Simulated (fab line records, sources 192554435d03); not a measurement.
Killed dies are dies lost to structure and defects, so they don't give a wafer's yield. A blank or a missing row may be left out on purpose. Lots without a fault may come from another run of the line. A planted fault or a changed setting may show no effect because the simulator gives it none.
Chamber matching | flow n5_finfet | N5_BEOL_M10_DESCUM_33 on rie_diel-01: 4 sister chambers
The step chemistry O2, time 7.9 s. 33 wafers are shown with their chamber, then 12 later ones without.

WAFERS WITH THEIR CHAMBER
wafer  | chamber | showerhead_plenum_p_Torr (Torr) | drypump_motor_current_A (A) | throttle_valve_pct (%)
L074.1 | 2       | 2.07                            | 6.2                         | 20.39
L074.2 | 0       | 2.02                            | 6.1                         | 20.19
L074.3 | 1       | 2.06                            | 5.9                         | 20.55
L075.1 | 0       | 2.02                            | 6.1                         | 20.18
L075.5 | 0       | 2.02                            | 6.1                         | 20.20
L075.6 | 3       | 2.01                            | 5.7                         | 20.68
L077.1 | 0       | 2.02                            | 6.1                         | 20.16
L077.5 | 2       | 2.07                            | 6.2                         | 20.40
L077.6 | 0       | 2.02                            | 6.1                         | 20.17
L080.1 | 2       | 2.07                            | 6.2                         | 20.44
L080.2 | 3       | 2.01                            | 5.7                         | 20.70
L080.3 | 1       | 2.06                            | 5.9                         | 20.14
L080.4 | 0       | 2.02                            | 6.0                         | 20.21
L080.5 | 2       | 2.07                            | 6.2                         | 20.44
L080.6 | 1       | 2.06                            | 5.9                         | 20.16
L079.2 | 0       | 2.02                            | 6.1                         | 20.19
L079.3 | 2       | 2.07                            | 6.1                         | 20.44
L079.4 | 1       | 2.06                            | 6.0                         | 20.15
L083.2 | 3       | 2.00                            | 5.7                         | 20.70
L083.5 | 2       | 2.07                            | 6.2                         | 20.44
L083.6 | 1       | 2.06                            | 5.9                         | 20.17
L082.1 | 2       | 2.07                            | 6.2                         | 20.45
L082.2 | 1       | 2.06                            | 6.0                         | 20.17
L082.3 | 0       | 2.02                            | 6.1                         | 20.23
L082.4 | 3       | 2.00                            | 5.7                         | 20.70
L082.5 | 1       | 2.06                            | 5.9                         | 20.17
L082.6 | 0       | 2.02                            | 6.0                         | 20.23
L086.1 | 3       | 2.00                            | 5.7                         | 20.70
L086.4 | 1       | 2.06                            | 5.9                         | 20.18
L086.5 | 1       | 2.06                            | 5.9                         | 20.19
L088.1 | 1       | 2.05                            | 6.0                         | 20.20
L088.2 | 0       | 2.01                            | 6.0                         | 20.23
L088.6 | 3       | 2.00                            | 5.7                         | 20.72

SIGNATURES (means of the wafers above)
reading                  | chamber 0 | chamber 1 | chamber 2 | chamber 3 | scatter within a chamber
showerhead_plenum_p_Torr | 2.0190    | 2.0590    | 2.0700    | 2.0033    | 0.00329
drypump_motor_current_A  | 6.070     | 5.930     | 6.186     | 5.700     | 0.0418
throttle_valve_pct       | 20.1990   | 20.2080   | 20.4286   | 20.7000   | 0.0702
Rule: a wafer's distance from a chamber is the root of the sum, over the readings, of the square of ((its reading less the chamber's mean) divided by the reading's scatter). The wafer belongs to the nearest chamber; if the next one is less than 2 further off, it can't be placed. The scatter: the root of (the sum of the squares of (reading less its chamber's mean) over the shown wafers, divided by (wafers less chambers)).

WAFERS WITHOUT THEIR CHAMBER
wafer  | showerhead_plenum_p_Torr (Torr) | drypump_motor_current_A (A) | throttle_valve_pct (%)
L090.1 | 2.05                            | 5.9                         | 20.20
L090.2 | 2.01                            | 6.1                         | 20.22
L090.3 | 2.06                            | 6.2                         | 20.10
L090.4 | 2.00                            | 5.7                         | 20.73
L090.5 | 2.00                            | 5.7                         | 20.72
L090.6 | 2.01                            | 6.1                         | 20.25
L091.1 | 2.06                            | 6.2                         | 20.09
L091.4 | 2.01                            | 6.1                         | 20.25
L091.6 | 2.01                            | 6.1                         | 20.24
L095.2 | 2.06                            | 6.2                         | 20.10
L095.3 | 2.01                            | 6.0                         | 20.27
L095.6 | 2.01                            | 6.1                         | 20.25

WHICH CHAMBER EACH WENT THROUGH
wafer  | from the rows above     | in truth
L090.1 | 1                       | 1
L090.2 | 0                       | 0
L090.3 | can't be placed: 2 or 1 | 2
L090.4 | 3                       | 3
L090.5 | 3                       | 3
L090.6 | 0                       | 0
L091.1 | can't be placed: 2 or 1 | 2
L091.4 | 0                       | 0
L091.6 | 0                       | 0
L095.2 | can't be placed: 2 or 1 | 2
L095.3 | 0                       | 0
L095.6 | 0                       | 0
Placed correctly: 9 of 12. Can't be placed from these rows: 3 (the true chamber is among the candidates in 3). Placed wrongly: 0.
